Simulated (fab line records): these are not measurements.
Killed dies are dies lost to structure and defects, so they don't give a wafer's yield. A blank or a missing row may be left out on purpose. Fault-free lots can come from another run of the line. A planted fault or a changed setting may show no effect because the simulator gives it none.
Matching of chambers ; flow nandHarc ; NHARC_A_M0_STRIP_18 on rieDiel-03: 4 sister chambers
The step strips in N2/H2. 7 wafers are shown with their chamber, then 7 later ones without.

## EACH WAFER AND ITS CHAMBER
wafer;chamber;showerheadPlenumPTorr (Torr);rfVppV (V)
L713.3;1;1.93;89.6
L713.5;0;1.89;90.5
L721.2;1;1.92;90.2
L721.3;2;2.14;89.9
L721.6;2;2.14;91.5
L723.1;3;2.16;92.1
L723.3;0;1.89;89.4

## WAFERS MISSING THEIR CHAMBER
wafer;showerheadPlenumPTorr (Torr);rfVppV (V)
L723.6;2.16;90.4
L729.1;2.16;92.7
L729.2;1.89;90.0
L729.6;1.92;90.3
L730.3;1.92;89.6
L730.4;2.14;91.6
L730.6;2.13;92.9

## WHICH CHAMBER EACH ONE RAN IN
wafer;from the rows above;in truth
L723.6;3;3
L729.1;3;3
L729.2;0;0
L729.6;1;1
L730.3;1;1
L730.4;2;2
L730.6;2;2
Correctly placed: 7 of 7. Left unplaced by these rows: 0. 0 placed wrongly.
How it was worked out, from the rows above alone: a wafer's distance from a chamber is the root of the sum, over the readings, of the square of ((its reading less the chamber's mean) divided by the reading's scatter). If the next closest chamber is less than 2 further off than the closest, the wafer can't be placed; otherwise it belongs to the closest. For every chamber, the mean is computed from those of its wafers that are shown. The scatter is the square root of a quotient: the sum, over the shown wafers, of each reading's squared deviation from its chamber's mean, divided by wafers minus chambers.
